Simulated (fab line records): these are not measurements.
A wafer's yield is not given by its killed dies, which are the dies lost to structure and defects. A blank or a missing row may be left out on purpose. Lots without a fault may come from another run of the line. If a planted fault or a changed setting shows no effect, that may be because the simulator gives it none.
The tool behind it: which one? ; flow n5 finfet ; 30 wafers from 10 lots sampled at 6 of the route's 1938 steps

## WHAT THE GAUGES READ, wafer by wafer
N5_ILD0_THK_MEAS_04. Usual: thk nm 197.4 nm, standard deviation 0.98.
lot;measured;on;thk nm (nm);flag
L425;day 3 19:37;film metro-01;197.2 197.7 197.8;
L426;day 4 02:32;film metro-01;196.5 197.9 196.4;
L430;day 5 01:40;film metro-01;197.6 195.9 196.9;
L431;day 5 09:17;film metro-01;198.3 199.0 198.4;
L432;day 5 15:28;film metro-01;198.2 196.7 195.9;
L436;day 7 17:15;film metro-01;196.5 197.1 197.3;
L438;day 7 20:45;film metro-01;196.4 197.4 197.0;
L439;day 7 20:46;film metro-02;198.4 198.0 198.3;
L444;day 9 08:34;film metro-01;196.4 197.5 196.7;
L445;day 9 08:50;film metro-02;198.5 199.6 200.1;

N5_ILD0_THK_MEAS_13. Usual: thk nm 17.7 nm, standard deviation 1.
lot;measured;on;thk nm (nm);flag
L425;day 3 23:40;film metro-02;17.9 16.9 18.8;
L426;day 4 06:05;film metro-01;16.3 16.7 16.5;
L430;day 5 05:12;film metro-02;17.9 18.7 18.7;
L431;day 5 12:49;film metro-02;16.3 17.6 18.0;
L432;day 5 19:00;film metro-01;18.4 17.2 17.2;
L436;day 7 21:26;film metro-01;17.3 17.3 18.2;
L438;day 8 00:17;film metro-01;15.5 17.3 17.4;
L439;day 8 00:58;film metro-01;17.2 17.4 18.2;
L444;day 9 12:06;film metro-01;16.4 16.2 17.4;
L445;day 9 13:34;film metro-02;17.4 16.9 17.5;

N5_SDB_OVL_MEAS_12. Usual: SDB_OVL gives -0.7 nm (standard deviation 0.83).
lot;measured;on;SDB_OVL (nm);flag
L425;day 4 00:14;overlay-02;-0.8 -1.9 -1.2;
L426;day 4 06:29;overlay-01;-0.8 -0.6 -0.7;
L430;day 5 05:44;overlay-02;-0.8 -0.6 -0.1;
L431;day 5 13:16;overlay-02;0.4 -0.2 -0.5;
L432;day 5 19:25;overlay-01;-2.3 0.5 -1.4;
L436;day 7 21:52;overlay-02;0.3 -0.4 -0.4;
L438;day 8 00:42;overlay-02;1.1 0.2 -1.5;
L439;day 8 01:30;overlay-02;0.2 0.4 -0.1;
L444;day 9 12:31;overlay-01;0.7 -0.8 0.4;
L445;day 9 14:06;overlay-01;-1.9 -0.1 -0.9;

N5_SDB_INSPECT_13: inspects for defects (brightfield). Usual: raw defect count 80, standard deviation 41.
lot;measured;on;raw defect count;flag
L425;day 4 00:15;defect inspect-01;77 66 57;
L426;day 4 06:31;defect inspect-01;57 39 56;
L430;day 5 05:46;defect inspect-02;74 44 53;
L431;day 5 13:17;defect inspect-01;100 76 80;
L432;day 5 19:27;defect inspect-02;81 80 102;
L436;day 7 21:53;defect inspect-01;1238 1265 1267;OFF
L438;day 8 00:44;defect inspect-02;1342 1238 1304;OFF
L439;day 8 01:31;defect inspect-02;32 60 33;
L444;day 9 12:32;defect inspect-02;140 168 156;
L445;day 9 14:08;defect inspect-01;92 84 55;

N5_BEOL_M4_RC_MEAS_101. Usual: DIBL_N 37.2 mV/V, standard deviation 2.1; DIBL_P 37.3 mV/V, standard deviation 2.3; IOFF_N 0.18 nA/um, standard deviation 0.041; IOFF_P 0.24 nA/um, standard deviation 0.042; ION_N 680 uA/um, standard deviation 13; ION_P 466 uA/um, standard deviation 7.7; SS_N 71.8 mV/dec, standard deviation 0.68; SS_P 73.5 mV/dec, standard deviation 0.66; VT_N 249 mV, standard deviation 3.6; VT_P -248 mV, standard deviation 3.4.
lot;measured;on;DIBL_N (mV/V);DIBL_P (mV/V);IOFF_N (nA/um);IOFF_P (nA/um);ION_N (uA/um);ION_P (uA/um);SS_N (mV/dec);SS_P (mV/dec);VT_N (mV);VT_P (mV);flag
L425;day 8 17:01;prober-01;34.4 33.4 35.9;34.0 33.2 36.3;0.15 0.13 0.18;0.20 0.17 0.23;677 665 684;472 455 463;70.9 70.7 71.7;73.2 73.0 73.2;249 250 245;-249 -254 -247;
L426;day 8 14:06;prober-01;38.8 37.1 38.4;39.0 37.3 38.6;0.22 0.19 0.21;0.26 0.22 0.25;688 686 702;462 463 467;72.4 72.2 72.2;73.5 73.2 73.4;248 247 245;-249 -251 -248;
L430;day 9 18:03;prober-02;34.4 35.4 35.9;33.7 35.4 35.8;0.13 0.14 0.15;0.19 0.21 0.22;676 668 673;468 460 464;71.2 71.7 71.1;73.0 72.4 73.9;254 252 248;-252 -248 -246;
L431;day 9 18:40;prober-01;35.8 37.4 35.7;37.3 38.3 36.9;0.16 0.17 0.15;0.21 0.22 0.19;681 670 680;466 460 468;70.9 71.6 71.0;72.9 73.8 73.2;252 250 251;-251 -252 -253;
L432;day 9 19:36;prober-01;34.2 36.8 38.3;34.9 37.7 39.7;0.13 0.17 0.22;0.18 0.24 0.27;669 677 696;460 465 475;71.1 71.3 72.6;72.9 73.5 73.5;252 246 242;-253 -247 -247;
L436;day 11 22:16;prober-01;42.6 39.3 40.7;43.0 38.8 41.2;0.30 0.20 0.24;0.35 0.26 0.31;715 678 700;480 464 470;72.6 72.6 72.9;74.8 73.9 74.8;241 249 244;-246 -251 -248;
L438;day 12 04:55;prober-01;37.5 39.4 38.5;36.8 39.0 37.9;0.17 0.21 0.18;0.22 0.24 0.23;677 681 678;468 469 466;71.5 72.1 72.5;73.2 74.9 73.8;249 248 247;-246 -247 -247;
L439;day 11 21:05;prober-02;38.8 36.3 38.8;39.7 36.9 39.1;0.18 0.14 0.19;0.22 0.18 0.21;674 662 680;452 447 457;71.9 71.5 72.1;74.1 73.4 73.1;250 252 248;-254 -256 -252;
L444;day 14 01:07;prober-02;38.3 37.0 36.4;36.8 34.8 35.6;0.17 0.15 0.15;0.22 0.20 0.21;676 687 677;462 465 474;71.4 71.8 71.5;73.8 72.7 73.0;248 250 250;-248 -249 -249;
L445;day 14 21:18;prober-02;35.5 36.6 38.1;36.1 37.3 39.4;0.15 0.17 0.23;0.19 0.22 0.26;678 667 704;459 457 473;71.7 71.9 72.0;73.9 74.1 74.4;251 248 242;-252 -249 -248;

## TOOL THAT RAN EACH LOT (tool first, then ch and the chambers of the sampled wafers, then the start)
lot;N5_SDB_HM_DEP_00
L425;pecvd-02 ch 0,1, day 3 23:43
L426;pecvd-03 ch 0,2, day 4 06:08
L430;pecvd-03 ch 1,2, day 5 05:16
L431;pecvd-02 ch 2, day 5 12:53
L432;pecvd-03 ch 0,1,2, day 5 19:04
L436;pecvd-03 ch 0,1, day 7 21:31
L438;pecvd-03 ch 0,1,2, day 8 00:21
L439;pecvd-02 ch 0,1,2, day 8 01:01
L444;pecvd-02 ch 0,1, day 9 12:10
L445;pecvd-01 ch 0,1,2, day 9 13:37
- N5_SDB_HM_DEP_00: deposits SiNx from SiH4/NH3/N2, target thk 40 nm, time 35.3 s.

## AS READ BY THE TOOLS THEMSELVES (means over the sampled wafers that have a number; for cases with no such wafer, the mark the record gives instead)
N5_SDB_HM_DEP_00. Usual: heater power w 735 W, standard deviation 92; showerhead plenum p Torr 5.18 Torr, standard deviation 0.035; susceptor temp C 400.02 C, standard deviation 0.22; throttle valve pct 39.6 %, standard deviation 1.4.
lot;tool;heater power w (W);showerhead plenum p Torr (Torr);susceptor temp C (C);throttle valve pct (%);flag
L425;pecvd-02;790;5.17;399.99;40.4;
L426;pecvd-03;666;5.21;399.94;40.0;
L430;pecvd-03;807;5.20;400.31;39.3;
L431;pecvd-02;721;5.15;399.87;37.2;
L432;pecvd-03;738;5.19;400.07;39.5;
L436;pecvd-03;696;5.18;399.97;39.1;
L438;pecvd-03;723;5.20;400.00;39.4;
L439;pecvd-02;742;5.17;400.19;39.8;
L444;pecvd-02;759;5.18;400.07;40.8;
L445;pecvd-01;791;5.16;400.27;40.1;

## THE ANSWER, worked out from the rows above alone
Rule: take the mean of a lot's wafers that have a number; if it is more than 3 standard deviations from the usual mean, the lot is off. Also off: a lot with no number at a reading for which 4 or more lots have one. All remaining lots with rows at the step are treated as sound. First the gauges in route order, then the tools' own readings, where a lot's mean is used as printed above. At the first step where some lot is off, the reading lying furthest off is the one used; lots without a number count as furthest.
Off: L436, L438, at N5_SDB_INSPECT_13 (raw defect count).
A tool fits if, at a process step before that reading, it ran every lot that is off, and no sound lot after the first of them. Those tools and the gauges at N5_SDB_INSPECT_13 are tried in the same way. One fits: pecvd-03 at N5_SDB_HM_DEP_00. A fault onset in the window from L432 (day 5 19:04, its last sound lot) to L436 (day 7 21:31, its first lot off) fits.

## WHAT THE SIMULATOR HAD PUT IN
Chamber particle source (pecvd-03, N5_SDB_HM_DEP_00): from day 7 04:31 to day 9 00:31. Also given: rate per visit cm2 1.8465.
Lots struck among those shown: L436, L438. The same result came from the rule above.
